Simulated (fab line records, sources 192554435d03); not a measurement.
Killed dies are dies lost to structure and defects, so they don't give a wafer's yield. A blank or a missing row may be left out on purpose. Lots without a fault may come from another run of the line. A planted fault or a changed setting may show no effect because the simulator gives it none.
Which tool did it? | flow n5_finfet | 11 lots, 32 wafers sampled, at 5 steps of a route of 1938

WHAT THE GAUGES READ, wafer by wafer
N5_BEOL_M7_CD_MEAS_35: target cd 40 nm.
lot  | measured     | on        | cd_nm (nm)
L706 | day 9 01:01  | cd_sem-02 | 39.7 39.8 39.1
L704 | day 9 01:34  | cd_sem-03 | 41.6 41.0 40.3
L705 | day 9 07:29  | cd_sem-01 | 40.3 39.7 40.6
L707 | day 9 09:44  | cd_sem-03 | 40.1 41.0 40.2
L709 | day 9 22:28  | cd_sem-03 | 41.9 41.1 41.3
L710 | day 10 12:40 | cd_sem-03 | 40.6 39.6 40.4
L711 | day 10 19:11 | cd_sem-01 | 38.9 41.0 40.5
L713 | day 11 06:20 | cd_sem-02 | 40.8 40.0 40.0
L722 | day 13 12:21 | cd_sem-02 | 38.4 39.0
L723 | day 14 06:27 | cd_sem-02 | 40.1 39.5 39.8
L726 | day 14 12:58 | cd_sem-02 | 40.1 39.5 40.0

N5_BEOL_M8_THK_MEAS_01.
lot  | measured     | on            | M8_ILD_THK (nm)
L706 | day 9 03:48  | film_metro-01 | 151.4 153.6 155.2
L704 | day 9 04:35  | film_metro-02 | 152.5 154.2 155.5
L705 | day 9 12:01  | film_metro-01 | 153.1 155.6 156.8
L707 | day 9 14:17  | film_metro-01 | 154.9 157.6 156.5
L709 | day 10 02:21 | film_metro-01 | 154.5 153.7 156.4
L710 | day 10 15:46 | film_metro-02 | 155.5 152.0 157.0
L711 | day 10 23:30 | film_metro-02 | 151.3 152.7 158.5
L713 | day 11 10:13 | film_metro-02 | 154.7 156.5 156.3
L722 | day 13 17:07 | film_metro-01 | 152.2 155.2
L723 | day 14 09:58 | film_metro-02 | 155.8 157.2 156.7
L726 | day 14 16:08 | film_metro-02 | 155.7 154.0 158.0

WHICH TOOL RAN EACH LOT (tool, then ch and the chambers of the sampled wafers, then the start)
lot  | N5_BEOL_M7_CURE_75            | N5_BEOL_M7_ECD_50              | N5_BEOL_M7_CMP_52
L706 | uv_cure-03 ch 0, day 9 01:04  | ecd_cu-01 ch 0,1, day 9 02:19  | cmp-04 ch 1,2, day 9 02:44
L704 | uv_cure-02 ch 2, day 9 01:39  | ecd_cu-02 ch 0,1, day 9 02:44  | cmp-03 ch 0,1,2, day 9 03:22
L705 | uv_cure-03 ch 1, day 9 07:38  | ecd_cu-01 ch 0,1, day 9 09:11  | cmp-01 ch 0,2,3, day 9 09:51
L707 | uv_cure-01 ch 0, day 9 09:50  | ecd_cu-02 ch 0,1, day 9 11:13  | cmp-04 ch 1,2,3, day 9 11:51
L709 | uv_cure-02 ch 0, day 9 22:41  | ecd_cu-02 ch 0,1, day 10 00:31 | cmp-03 ch 0,2,3, day 10 01:17
L710 | uv_cure-02 ch 2, day 10 12:43 | ecd_cu-01 ch 0,1, day 10 14:17 | cmp-01 ch 1,2,3, day 10 14:42
L711 | uv_cure-02 ch 0, day 10 19:14 | ecd_cu-02 ch 0,1, day 10 21:52 | cmp-04 ch 0,1, day 10 22:26
L713 | uv_cure-01 ch 2, day 11 06:43 | ecd_cu-02 ch 0,1, day 11 08:45 | cmp-01 ch 1,2, day 11 09:08
L722 | uv_cure-02 ch 0, day 13 12:24 | ecd_cu-01 ch 0,1, day 13 15:36 | cmp-04 ch 2,3, day 13 16:04
L723 | uv_cure-01 ch 1, day 14 06:44 | ecd_cu-01 ch 0,1, day 14 08:10 | cmp-03 ch 1,2, day 14 08:56
L726 | uv_cure-02 ch 0, day 14 13:03 | ecd_cu-02 ch 0,1, day 14 14:17 | cmp-01 ch 0,1,2, day 14 14:50
- N5_BEOL_M7_CURE_75: cures SiCOH lowk, time 120 s.
- N5_BEOL_M7_ECD_50: material Cu, target thk 300 nm.
- N5_BEOL_M7_CMP_52: polishes, stops on SiCOH lowk, t overpolish 6.9 s, target thk 80 nm.

WHAT THE TOOLS THEMSELVES READ (means of the sampled wafers that have a number; where no wafer has one, the mark that the record gives instead)
N5_BEOL_M7_CURE_75.
lot  | tool       | lamp_power_pct (%) | wafer_temp_C_max
L706 | uv_cure-03 | 52.32              | 371.7
L704 | uv_cure-02 | 52.30              | 371.6
L705 | uv_cure-03 | 52.29              | 371.6
L707 | uv_cure-01 | 52.36              | 371.9
L709 | uv_cure-02 | 52.31              | 371.3
L710 | uv_cure-02 | 52.28              | 371.5
L711 | uv_cure-02 | 52.33              | 371.6
L713 | uv_cure-01 | 52.31              | 372.2
L722 | uv_cure-02 | 52.34              | 371.3
L723 | uv_cure-01 | 52.32              | 371.7
L726 | uv_cure-02 | 52.31              | 371.5

N5_BEOL_M7_CMP_52.
lot  | tool   | head_pressure_psi (psi) | motor_current_A (A) | slurry_filter_dp_kPa (kPa) | time_to_endpoint_s (s)
L706 | cmp-04 | 0.9995                  | 5.9                 | 13.34                      | 59.2
L704 | cmp-03 | 1.0005                  | 6.0                 | 13.55                      | 63.9
L705 | cmp-01 | 0.9993                  | 5.7                 | 13.46                      | 63.5
L707 | cmp-04 | 1.0010                  | 6.1                 | 13.51                      | 62.3
L709 | cmp-03 | 0.9995                  | 6.0                 | 13.58                      | 64.5
L710 | cmp-01 | 1.0003                  | 6.3                 | 13.54                      | 62.9
L711 | cmp-04 | 0.9970                  | 5.9                 | 13.54                      | 65.0
L713 | cmp-01 | 0.9992                  | 6.4                 | 13.43                      | 61.7
L722 | cmp-04 | 0.9982                  | 6.1                 | 13.44                      | 73.0
L723 | cmp-03 | 0.9977                  | 6.4                 | 13.52                      | 71.8
L726 | cmp-01 | 1.0021                  | 6.2                 | 13.42                      | 60.7

THE ANSWER, worked out from the rows above alone
Rule: what is usual is taken from the lots themselves. Put in order of their means at a reading, lots are off if they are a third of the lots or fewer, leave a main group of 4 or more, and stand apart from it by a gap of 3 or more times the standard deviation of the main group's means; of several such gaps the widest counts. A main group whose means are all the same, to the digits that the tables above print for the reading, isn't used. A lot without any number at a reading at which 4 lots or more have one is off too. The other lots that the step has rows for count as sound. The gauges are gone through in route order, then the tools' own readings, and for those a lot's mean is taken as printed above. The first step at which some lot is off is used, and at that step the reading that is off furthest; a lot without a number counts as furthest.
Off: L722, L723, at N5_BEOL_M7_CMP_52 (time_to_endpoint_s). The main group: mean 62.6 s, standard deviation 1.8.
A tool fits if, at that step or a process step before it, it ran every lot that is off, and no sound lot after the first of them. One fits: ecd_cu-01 at N5_BEOL_M7_ECD_50. Its last sound lot is L710 (day 10 14:17), its first lot that is off L722 (day 13 15:36): a fault that began between those two fits.

WHAT THE SIMULATOR HAD PUT IN
Process parameter drift: ecd_cu-01, from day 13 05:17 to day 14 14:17, at N5_BEOL_M7_ECD_50. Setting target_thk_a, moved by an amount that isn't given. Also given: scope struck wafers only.
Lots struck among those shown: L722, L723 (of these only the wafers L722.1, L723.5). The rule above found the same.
